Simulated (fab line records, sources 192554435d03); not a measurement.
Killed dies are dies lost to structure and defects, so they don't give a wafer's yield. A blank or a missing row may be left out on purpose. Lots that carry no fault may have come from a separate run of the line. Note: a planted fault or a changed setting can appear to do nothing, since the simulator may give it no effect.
Which tool did it? ; flow n5_finfet ; 10 lots with 30 wafers sampled at 4 steps, on a route of 1938 steps

## WHAT EACH GAUGE READ, for each wafer
N5_BEOL_M11_OCD_MEAS_38.
lot;measured;on;trench_depth_nm (nm)
L702;day 11 03:07;ocd-02;149.1 146.3 150.1
L705;day 11 07:10;ocd-01;149.5 148.8 151.8
L708;day 12 08:38;ocd-02;148.8 149.6 150.3
L711;day 13 02:17;ocd-01;149.5 145.5 147.7
L710;day 13 10:50;ocd-02;148.1 148.1 145.9
L717;day 14 15:02;ocd-02;146.2 143.3 150.4
L721;day 16 02:36;ocd-02;143.0 151.6 152.7
L722;day 16 03:08;ocd-02;146.9 152.6 144.7
L724;day 16 03:28;ocd-02;146.2 147.6 146.3
L723;day 16 13:55;ocd-01;151.1 148.0 148.4

N5_BEOL_M12_INSPECT_12: inspects for defects (macro).
lot;measured;on;raw_defect_count
L702;day 11 06:32;defect_inspect-01;5 2 1
L705;day 11 10:42;defect_inspect-01;4 1 3
L708;day 12 12:34;defect_inspect-01;2 3 4
L711;day 13 06:20;defect_inspect-02;259 261 269
L710;day 13 14:20;defect_inspect-02;233 269 271
L717;day 14 19:12;defect_inspect-01;3 2 4
L721;day 16 05:58;defect_inspect-01;1 0 4
L722;day 16 06:45;defect_inspect-02;1 0 3
L724;day 16 06:58;defect_inspect-01;2 2 1
L723;day 16 17:16;defect_inspect-01;1 3 0

## WHAT TOOL EACH LOT RAN ON (gives the tool, then ch and the chambers of the sampled wafers, and finally the start)
lot;N5_BEOL_M11_STRIP_36;N5_BEOL_M12_ILD_DEP_00
L702;rie_diel-05 ch 1,2,3, day 11 02:53;pecvd-03 ch 0,2, day 11 06:03
L705;rie_diel-04 ch 0,3, day 11 06:56;pecvd-01 ch 0,1,2, day 11 10:05
L708;rie_diel-04 ch 0,1,3, day 12 08:25;pecvd-04 ch 0,1,2, day 12 11:56
L711;rie_diel-05 ch 1,2, day 13 02:03;pecvd-04 ch 1,2, day 13 05:51
L710;rie_diel-05 ch 0,1,2, day 13 10:37;pecvd-04 ch 1,2, day 13 13:43
L717;rie_diel-03 ch 0,2,3, day 14 14:49;pecvd-03 ch 0,1,2, day 14 18:35
L721;rie_diel-03 ch 0,1,3, day 16 02:23;pecvd-04 ch 0,2, day 16 05:22
L722;rie_diel-03 ch 0,2,3, day 16 02:55;pecvd-01 ch 0,2, day 16 06:16
L724;rie_diel-05 ch 0,2, day 16 03:14;pecvd-04 ch 0,1,2, day 16 06:29
L723;rie_diel-05 ch 0,1,3, day 16 13:41;pecvd-04 ch 1,2, day 16 16:47
- N5_BEOL_M11_STRIP_36: strips in N2/H2.
- N5_BEOL_M12_ILD_DEP_00: deposits SiOC from DEMS/O2, target thk 658.92 nm, time 130.7 s.

## WHAT THE TOOLS THEMSELVES READ (means of the sampled wafers that have a number; where no wafer has one, the mark that the record gives instead)
N5_BEOL_M11_STRIP_36.
lot;tool;drypump_motor_current_A (A);oes_product_au (a.u.);power_w (W);rf_vpp_V (V);showerhead_plenum_p_Torr (Torr);throttle_valve_pct (%)
L702;rie_diel-05;5.6;0.76;450.5;59.3;2.49;23.6
L705;rie_diel-04;6.0;0.83;451.1;59.6;2.55;23.7
L708;rie_diel-04;5.6;0.86;449.2;58.2;2.55;23.4
L711;rie_diel-05;5.6;0.72;449.1;58.2;2.44;23.4
L710;rie_diel-05;5.8;0.77;449.0;61.3;2.47;23.5
L717;rie_diel-03;5.9;0.82;450.5;60.1;2.62;23.6
L721;rie_diel-03;5.5;0.77;449.8;59.7;2.58;23.8
L722;rie_diel-03;5.9;0.80;449.3;58.3;2.62;23.6
L724;rie_diel-05;5.9;0.74;450.3;59.0;2.50;23.8
L723;rie_diel-05;5.7;0.77;450.6;59.5;2.46;23.4

N5_BEOL_M12_ILD_DEP_00.
lot;tool;heater_power_w (W);showerhead_plenum_p_Torr (Torr);throttle_valve_pct (%)
L702;pecvd-03;474;5.677;12.2
L705;pecvd-01;665;5.682;12.0
L708;pecvd-04;469;5.690;11.6
L711;pecvd-04;406;5.696;11.5
L710;pecvd-04;448;5.690;11.4
L717;pecvd-03;563;5.689;11.7
L721;pecvd-04;495;5.689;11.4
L722;pecvd-01;599;5.697;12.0
L724;pecvd-04;425;5.691;11.7
L723;pecvd-04;445;5.687;11.6

## THE ANSWER, worked out from the rows above alone
Rule: what is usual is taken from the lots themselves. Put in order of their means at a reading, lots are off if they are a third of the lots or fewer, leave a main group of 4 or more, and stand apart from it by a gap of 3 or more times the standard deviation of the main group's means; of several such gaps the widest counts. If all means in a main group match to the digits the tables above print for the reading, that group is not used. A lot without any number at a reading at which 4 lots or more have one is off too. The other lots that the step has rows for count as sound. Order of review: gauges by route order, followed by the tools' own readings, for which a lot's mean as printed above is used. The first step at which some lot is off is used, and at that step the reading that is off furthest; a lot without a number counts as furthest.
Off, at N5_BEOL_M12_INSPECT_12 on raw_defect_count: L711, L710. For the main group the mean is 2.2 and the standard deviation 0.69.
A tool fits if, at a process step before that reading, it ran every lot that is off, and no sound lot after the first of them. Gauges at N5_BEOL_M12_INSPECT_12: tried the same way as those tools. Not one of the candidates tried fits.

## WHAT THE SIMULATOR PUT IN
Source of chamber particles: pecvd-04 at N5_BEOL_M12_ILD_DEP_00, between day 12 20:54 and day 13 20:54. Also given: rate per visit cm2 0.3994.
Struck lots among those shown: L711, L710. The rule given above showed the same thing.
